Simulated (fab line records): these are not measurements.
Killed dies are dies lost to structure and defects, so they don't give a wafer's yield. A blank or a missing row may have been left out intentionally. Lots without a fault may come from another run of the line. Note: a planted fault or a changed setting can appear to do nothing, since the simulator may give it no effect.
Matching of chambers || flow nandHarc || rieDiel-10 running NHARC_A_M0_DESCUM_14: 4 sister chambers
The step chemistry O2, time 3 s. 7 wafers are shown with their chamber, then 7 later ones without.

## WAFERS PAIRED WITH THEIR CHAMBERS
{"wafer": "L688.6", "chamber": 0, "showerheadPlenumPTorr (Torr)": 1.87, "drypumpMotorCurrentA (A)": 5.5}
{"wafer": "L690.2", "chamber": 1, "showerheadPlenumPTorr (Torr)": 1.86, "drypumpMotorCurrentA (A)": 5.8}
{"wafer": "L699.2", "chamber": 3, "showerheadPlenumPTorr (Torr)": 1.95, "drypumpMotorCurrentA (A)": 5.6}
{"wafer": "L699.3", "chamber": 0, "showerheadPlenumPTorr (Torr)": 1.86, "drypumpMotorCurrentA (A)": 5.6}
{"wafer": "L699.4", "chamber": 2, "showerheadPlenumPTorr (Torr)": 1.79, "drypumpMotorCurrentA (A)": 6.3}
{"wafer": "L707.1", "chamber": 2, "showerheadPlenumPTorr (Torr)": 1.79, "drypumpMotorCurrentA (A)": 6.3}
{"wafer": "L707.2", "chamber": 3, "showerheadPlenumPTorr (Torr)": 1.95, "drypumpMotorCurrentA (A)": 5.6}

## WAFERS MISSING THEIR CHAMBER
{"wafer": "L707.4", "showerheadPlenumPTorr (Torr)": 1.86, "drypumpMotorCurrentA (A)": 5.6}
{"wafer": "L708.1", "showerheadPlenumPTorr (Torr)": 1.86, "drypumpMotorCurrentA (A)": 5.9}
{"wafer": "L708.3", "showerheadPlenumPTorr (Torr)": 1.86, "drypumpMotorCurrentA (A)": 5.6}
{"wafer": "L708.6", "showerheadPlenumPTorr (Torr)": 1.95, "drypumpMotorCurrentA (A)": 5.6}
{"wafer": "L709.1", "showerheadPlenumPTorr (Torr)": 1.95, "drypumpMotorCurrentA (A)": 5.6}
{"wafer": "L709.2", "showerheadPlenumPTorr (Torr)": 1.86, "drypumpMotorCurrentA (A)": 5.8}
{"wafer": "L709.5", "showerheadPlenumPTorr (Torr)": 1.86, "drypumpMotorCurrentA (A)": 5.6}

## EACH ONE'S CHAMBER
{"wafer": "L707.4", "from the rows above": 0, "in truth": 0}
{"wafer": "L708.1", "from the rows above": 1, "in truth": 1}
{"wafer": "L708.3", "from the rows above": 0, "in truth": 0}
{"wafer": "L708.6", "from the rows above": 3, "in truth": 3}
{"wafer": "L709.1", "from the rows above": 3, "in truth": 3}
{"wafer": "L709.2", "from the rows above": 1, "in truth": 1}
{"wafer": "L709.5", "from the rows above": 0, "in truth": 0}
Correct placement for 7 of the 7. Number that these rows cannot place: 0. Number placed wrongly: 0.
How it was worked out, from the rows above alone: a wafer's distance from a chamber is the root of the sum, over the readings, of the square of ((its reading less the chamber's mean) divided by the reading's scatter). The wafer belongs to the nearest chamber; if the next one is less than 2 further off, it can't be placed. The mean given for a chamber averages the wafers shown for that chamber. The scatter is the square root of a quotient: the sum, over the shown wafers, of each reading's squared deviation from its chamber's mean, divided by wafers minus chambers.
